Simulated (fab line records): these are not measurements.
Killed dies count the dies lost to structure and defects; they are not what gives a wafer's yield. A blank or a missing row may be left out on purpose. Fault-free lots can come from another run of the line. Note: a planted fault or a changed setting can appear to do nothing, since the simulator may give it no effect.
Split-lot study | flow n5 finfet | 21 wafers read across 7 lots, on a route 1938 steps long

ABOUT THE SPLIT
At N5_BEOL_M11_DESCUM_16 (chemistry O2, time 7.9 s), the setting time s was moved away from the recipe's 7.9 s on 13 of the 21 wafers read, by -19.4% to +18.7%. The other wafers ran this setting at the recipe's value.

The reading is taken at the split's own step.

THE READING
CAR-ArF_of_BEOL_M11_COAT_05.thk nm (the simulator's own value, which no gauge read), in nm, at N5_BEOL_M11_DESCUM_16 (chemistry O2, time 7.9 s). There is no usual value for it anywhere in the file. The 8 wafers here that ran the recipe average 83.3 nm, standard deviation 0.33 nm.

wafer  | tool, chamber at the split | time s as run, s | against the recipe | CAR-ArF_of_BEOL_M11_COAT_05.thk nm, nm | against lot-mates on the recipe
L074.1 | rie diel-03, 1,3           | 7.346            | -7.0%              | 83.6                                   | no lot-mate on the recipe
L074.5 | rie diel-03, 1,3           | 7.346            | -7.0%              | 83.6                                   | no lot-mate on the recipe
L074.3 | rie diel-03, 0             | 7.346            | -7.0%              | 84                                     | no lot-mate on the recipe
L077.1 | rie diel-03, 1             | 6.365            | -19.4%             | 84                                     | +0.8
L077.2 | rie diel-03, 3             | 7.9              | recipe             | 83.2                                   | -
L077.4 | rie diel-03, 0             | 6.365            | -19.4%             | 84.2                                   | +1.0
L076.1 | rie diel-02, 2             | 9.379            | +18.7%             | 82                                     | -0.8
L076.4 | rie diel-02, 1             | 7.9              | recipe             | 82.8                                   | -
L076.6 | rie diel-02, 3             | 9.379            | +18.7%             | 82.2                                   | -0.6
L079.1 | rie diel-05, 2             | 8.698            | +10.1%             | 83.2                                   | -0.8
L079.2 | rie diel-05, 1             | 7.9              | recipe             | 84                                     | -
L079.6 | rie diel-05, 2             | 8.698            | +10.1%             | 83.4                                   | -0.6
L083.1 | rie diel-02, 1             | 7.9              | recipe             | 83.2                                   | -
L083.2 | rie diel-02, 0             | 8.582            | +8.6%              | 83.2                                   | +0.0
L083.5 | rie diel-02, 0             | 8.582            | +8.6%              | 83                                     | -0.2
L086.2 | rie diel-02, 0             | 7.9              | recipe             | 83.4                                   | -
L086.3 | rie diel-02, 2             | 7.9              | recipe             | 83.6                                   | -
L086.6 | rie diel-02, 0             | 7.9              | recipe             | 83.2                                   | -
L087.1 | rie diel-05, 3             | 8.818            | +11.6%             | 82.8                                   | -0.4
L087.3 | rie diel-05, 0             | 7.9              | recipe             | 83.2                                   | -
L087.6 | rie diel-05, 1             | 8.818            | +11.6%             | 82.6                                   | -0.6
When a row names more than one chamber, that row covers several wafers, and the file does not tell which wafer ran in which chamber.

FIT RESULTS
A straight line over all 21 wafers: CAR-ArF_of_BEOL_M11_COAT_05.thk nm changes by -0.0468 nm for each +1% of time s; r = -0.85; the points scatter about the line by 0.31 nm.
The same after taking each lot's own level away (the mean of its wafers on the recipe; 18 wafers): -0.0432 nm for each +1%; r = -0.94; scatter 0.18 nm.
According to that fit, moving time s by its largest amount changes the reading by 0.84 nm.
The span of the lots' own levels, 82.80 to 84.00 nm, comes to 3.6 times the standard deviation stated above.
Consequently the slope shifts little with the lot-to-lot level, the two slopes agreeing.
Check: with one of the wafers moved furthest among these (-19.4%) left out of the fit, the line predicts +0.889 nm for it against its lot-mates. It came out at +0.8 nm against them.

THE OTHER SPLITS THESE WAFERS WENT THROUGH
Before the reading, these wafers also passed through other splits. Each is held against what the fit with the lots' levels taken away leaves over:
other split on the same wafers | wafers away from the commonest value | r with CAR-ArF_of_BEOL_M11_COAT_05.thk nm (lot level and that fit taken away)
N5_BEOL_M10_COAT_60 spin rpm   | 3                                    | +0.16

THE FILE'S OWN FIT
CAR-ArF_of_BEOL_M11_COAT_05.thk nm changes by -0.0426 nm for each +1% of time s, r = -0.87.
